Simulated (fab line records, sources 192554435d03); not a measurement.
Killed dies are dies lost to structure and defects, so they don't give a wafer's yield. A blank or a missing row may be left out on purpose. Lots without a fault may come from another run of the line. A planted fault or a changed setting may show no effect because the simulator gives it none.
Which tool did it? | flow n5_finfet | 10 lots, 29 wafers sampled, at 4 steps of a route of 1938

WHAT THE GAUGES READ, wafer by wafer
The record holds no reading of a measuring or inspecting step that can be judged against a usual standard deviation.

WHICH TOOL RAN EACH LOT (tool, then ch and the chambers of the sampled wafers, then the start)
lot  | N5_BEOL_M11_STRIP_77                          | N5_BEOL_M11_DEP_56              | N5_BEOL_M12_PEB_08                | N5_BEOL_M12_VIA_ETCH_16
L752 | rie_diel-02 ch 1,2, day 10 21:29 or earlier   | pecvd-01 ch 0,1, day 10 21:29   | litho_track-03 ch 0, day 10 22:04 | rie_diel-05 ch 1,2, day 10 22:21
L754 | rie_diel-03 ch 0,1, day 11 21:07 or earlier   | pecvd-02 ch 0,2, day 11 21:07   | litho_track-03 ch 0, day 11 21:41 | rie_diel-06 ch 0,1,3, day 11 21:59
L756 | rie_diel-03 ch 0,1, day 12 03:06 or earlier   | pecvd-02 ch 0,1, day 12 03:06   | litho_track-04 ch 0, day 12 03:40 | rie_diel-06 ch 1,2,3, day 12 04:09
L758 | rie_diel-02 ch 0,2, day 12 10:38 or earlier   | pecvd-01 ch 0,2, day 12 10:38   | litho_track-05 ch 0, day 12 11:05 | rie_diel-05 ch 0,1,3, day 12 11:22
L757 | rie_diel-03 ch 2,3, day 12 12:56 or earlier   | pecvd-02 ch 0,1,2, day 12 12:56 | litho_track-05 ch 0, day 12 13:23 | rie_diel-06 ch 1,2, day 12 13:40
L760 | rie_diel-03 ch 0,3, day 13 01:02 or earlier   | pecvd-02 ch 0,1, day 13 01:02   | litho_track-04 ch 0, day 13 01:31 | rie_diel-05 ch 0,2, day 13 01:49
L763 | rie_diel-03 ch 0,1,3, day 13 18:34 or earlier | pecvd-01 ch 1,2, day 13 18:34   | litho_track-05 ch 0, day 13 19:08 | rie_diel-05 ch 0,2,3, day 13 19:26
L761 | rie_diel-03 ch 0,2,3, day 13 22:54 or earlier | pecvd-03 ch 1,2, day 13 22:54   | litho_track-04 ch 0, day 13 23:31 | rie_diel-06 ch 0,1,3, day 13 23:49
L772 | rie_diel-04 ch 1,3, day 16 02:59 or earlier   | pecvd-01 ch 1,2, day 16 02:59   | litho_track-04 ch 0, day 16 03:33 | rie_diel-06 ch 0,3, day 16 03:50
L774 | rie_diel-03 ch 1,3, day 16 14:44 or earlier   | pecvd-01 ch 0,1,2, day 16 14:44 | litho_track-04 ch 0, day 16 15:10 | rie_diel-01 ch 1,2,3, day 16 15:28
- N5_BEOL_M11_STRIP_77: strips in N2/H2, time 10 s.
- N5_BEOL_M11_DEP_56: deposits SiCN from 3MS/NH3, target thk 30 nm, time 10.5 s.
- N5_BEOL_M12_PEB_08: peb time 90 s.
- N5_BEOL_M12_VIA_ETCH_16: etches SiOC in C4F8/O2/Ar, target depth 724.8 nm.

WHAT THE TOOLS THEMSELVES READ (means of the sampled wafers that have a number; where no wafer has one, the mark that the record gives instead)
N5_BEOL_M11_STRIP_77. Usual: drypump_motor_current_A 5.9 A, standard deviation 0.5; h2_flow_sccm 200.1 sccm, standard deviation 0.61; oes_product_au 0.75 a.u., standard deviation 0.097; rf_vpp_V 59.2 V, standard deviation 0.98; showerhead_plenum_p_Torr 2.54 Torr, standard deviation 0.092; throttle_valve_pct 23.55 %, standard deviation 0.16.
lot  | tool        | drypump_motor_current_A (A) | h2_flow_sccm (sccm) | oes_product_au (a.u.) | rf_vpp_V (V) | showerhead_plenum_p_Torr (Torr) | throttle_valve_pct (%) | flag
L752 | rie_diel-02 | 6.2                         | 200.5               | 0.72                  | 59.3         | 2.49                            | 23.44                  |
L754 | rie_diel-03 | 6.3                         | 199.8               | 0.80                  | 59.4         | 2.58                            | 23.45                  |
L756 | rie_diel-03 | 6.1                         | 199.6               | 0.88                  | 59.2         | 2.64                            | 23.41                  |
L758 | rie_diel-02 | 5.8                         | 200.5               | 0.74                  | 59.3         | 2.56                            | 23.44                  |
L757 | rie_diel-03 | 5.3                         | 200.5               | 0.70                  | 58.5         | 2.43                            | 23.72                  |
L760 | rie_diel-03 | 5.7                         | 200.4               | 0.86                  | 60.0         | 2.60                            | 23.49                  |
L763 | rie_diel-03 | 5.9                         | 200.0               | 0.77                  | 58.5         | 2.53                            | 23.54                  |
L761 | rie_diel-03 | 5.5                         | 199.6               | 0.77                  | 58.6         | 2.53                            | 23.62                  |
L772 | rie_diel-04 | 6.0                         | 199.8               | 0.67                  | 58.2         | 2.60                            | 23.56                  |
L774 | rie_diel-03 | 6.1                         | 201.0               | 0.68                  | 59.2         | 2.45                            | 23.62                  |

N5_BEOL_M11_DEP_56. Usual: showerhead_plenum_p_Torr 4.170 Torr, standard deviation 0.021; showerhead_vpp_V 1614 V, standard deviation 78; throttle_valve_pct 18.2 %, standard deviation 0.99.
lot  | tool     | showerhead_plenum_p_Torr (Torr) | showerhead_vpp_V (V) | throttle_valve_pct (%) | flag
L752 | pecvd-01 | 4.170                           | 1633                 | 18.3                   |
L754 | pecvd-02 | 4.169                           | 1593                 | 17.8                   |
L756 | pecvd-02 | 4.176                           | 1614                 | 18.3                   |
L758 | pecvd-01 | 4.149                           | 1643                 | 17.5                   |
L757 | pecvd-02 | 4.170                           | 1583                 | 18.4                   |
L760 | pecvd-02 | 4.175                           | 1600                 | 18.3                   |
L763 | pecvd-01 | 4.156                           | 1717                 | 17.1                   |
L761 | pecvd-03 | 4.181                           | 1629                 | 18.3                   |
L772 | pecvd-01 | 4.175                           | 1752                 | 17.2                   |
L774 | pecvd-01 | 4.159                           | 1659                 | 17.8                   |

N5_BEOL_M12_PEB_08. Usual: exhaust_pa 45.0 Pa, standard deviation 1; plate_temp_C 129.97 C, standard deviation 0.15.
lot  | tool           | exhaust_pa (Pa) | plate_temp_C (C) | flag
L752 | litho_track-03 | 45.4            | 129.93           |
L754 | litho_track-03 | 45.3            | 130.12           |
L756 | litho_track-04 | 45.3            | 129.67           |
L758 | litho_track-05 | 44.6            | 130.16           |
L757 | litho_track-05 | 44.3            | 129.84           |
L760 | litho_track-04 | 46.2            | 129.85           |
L763 | litho_track-05 | 46.0            | 129.97           |
L761 | litho_track-04 | 45.2            | 129.75           |
L772 | litho_track-04 | 45.0            | 130.61           | OFF
L774 | litho_track-04 | 45.0            | 130.75           | OFF

N5_BEOL_M12_VIA_ETCH_16. Usual: drypump_motor_current_A 5.7 A, standard deviation 0.54; he_inner_torr 15.00 Torr, standard deviation 0.033; oes_product_au 0.73 a.u., standard deviation 0.083; rf_vpp_V 665.9 V, standard deviation 2.8; showerhead_plenum_p_Torr 3.43 Torr, standard deviation 0.095; throttle_valve_pct 24.22 %, standard deviation 0.18.
lot  | tool        | drypump_motor_current_A (A) | he_inner_torr (Torr) | oes_product_au (a.u.) | rf_vpp_V (V) | showerhead_plenum_p_Torr (Torr) | throttle_valve_pct (%) | flag
L752 | rie_diel-05 | 5.3                         | 14.98                | 0.64                  | 668.4        | 3.54                            | 24.53                  |
L754 | rie_diel-06 | 5.3                         | 15.00                | 0.68                  | 664.6        | 3.37                            | 24.21                  |
L756 | rie_diel-06 | 5.9                         | 15.01                | 0.72                  | 666.5        | 3.43                            | 24.21                  |
L758 | rie_diel-05 | 6.0                         | 15.03                | 0.76                  | 668.1        | 3.50                            | 24.08                  |
L757 | rie_diel-06 | 6.1                         | 14.98                | 0.80                  | 666.5        | 3.47                            | 24.14                  |
L760 | rie_diel-05 | 6.1                         | 15.04                | 0.87                  | 664.9        | 3.43                            | 24.12                  |
L763 | rie_diel-05 | 5.8                         | 15.00                | 0.81                  | 667.4        | 3.49                            | 24.11                  |
L761 | rie_diel-06 | 5.3                         | 15.02                | 0.67                  | 663.7        | 3.36                            | 24.24                  |
L772 | rie_diel-06 | 5.3                         | 15.01                | 0.66                  | 663.8        | 3.33                            | 24.28                  |
L774 | rie_diel-01 | 5.8                         | 15.03                | 0.81                  | 665.4        | 3.44                            | 24.22                  |

THE ANSWER, worked out from the rows above alone
Rule: a lot is off if the mean of its wafers that have a number lies more than 3 standard deviations from the usual mean. A lot without any number at a reading at which 4 lots or more have one is off too. The other lots that the step has rows for count as sound. The gauges are gone through in route order, then the tools' own readings, and for those a lot's mean is taken as printed above. The first step at which some lot is off is used, and at that step the reading that is off furthest; a lot without a number counts as furthest.
Off: L772, L774, at N5_BEOL_M12_PEB_08 (plate_temp_C).
A tool fits if, at that step or a process step before it, it ran every lot that is off, and no sound lot after the first of them. N5_BEOL_M11_STRIP_77 gives no start for some lots, so the hours and the order of its lots are those of N5_BEOL_M11_DEP_56. Can't be told from this: 2 tools fit, pecvd-01 at N5_BEOL_M11_DEP_56, litho_track-04 at N5_BEOL_M12_PEB_08.

WHAT THE SIMULATOR HAD PUT IN
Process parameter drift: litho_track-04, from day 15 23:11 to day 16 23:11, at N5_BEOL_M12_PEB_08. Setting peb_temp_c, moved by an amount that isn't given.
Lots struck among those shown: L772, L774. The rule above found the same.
